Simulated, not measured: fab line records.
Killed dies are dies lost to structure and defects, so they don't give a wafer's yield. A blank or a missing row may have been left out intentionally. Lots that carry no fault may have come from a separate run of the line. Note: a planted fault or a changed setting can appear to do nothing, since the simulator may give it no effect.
Chamber matching ; flow nand-harc ; NHARC_P_CONTACT_DESCUM_17 on rie-diel-12 has 4 sister chambers
The step chemistry O2, time 3 s. 8 wafers are shown with their chamber, then 8 later ones without.

== WAFERS WITH THEIR CHAMBER ==
wafer;chamber;drypump-motor-current-A (A);rf-vpp-V (V)
L076.2;2;6.2;56.8
L082.4;2;6.2;57.1
L082.5;1;5.0;58.6
L084.2;1;5.0;57.9
L087.3;3;5.5;58.5
L087.5;0;5.3;59.4
L087.6;3;5.5;57.8
L093.4;0;5.2;56.8

== WAFERS WITH NO CHAMBER GIVEN ==
wafer;drypump-motor-current-A (A);rf-vpp-V (V)
L093.5;5.3;57.4
L093.6;5.0;57.7
L095.1;6.2;57.3
L095.4;5.0;58.5
L095.6;5.3;58.2
L097.2;5.0;58.7
L097.3;6.2;57.7
L097.5;6.2;56.2

== THE CHAMBER EACH PASSED THROUGH ==
wafer;from the rows above;in truth
L093.5;0;0
L093.6;1;1
L095.1;2;2
L095.4;1;1
L095.6;0;0
L097.2;1;1
L097.3;2;2
L097.5;2;2
Correctly placed: 8 of 8. Not placeable from these rows: 0. Placed wrongly: 0.
How it was worked out, from the rows above alone: a wafer's distance from a chamber is the root of the sum, over the readings, of the square of ((its reading less the chamber's mean) divided by the reading's scatter). If the next closest chamber is less than 2 further off than the closest, the wafer can't be placed; otherwise it belongs to the closest. Each chamber's mean is taken over the wafers shown for it. The scatter: the root of (the sum of the squares of (reading less its chamber's mean) over the shown wafers, divided by (wafers less chambers)).
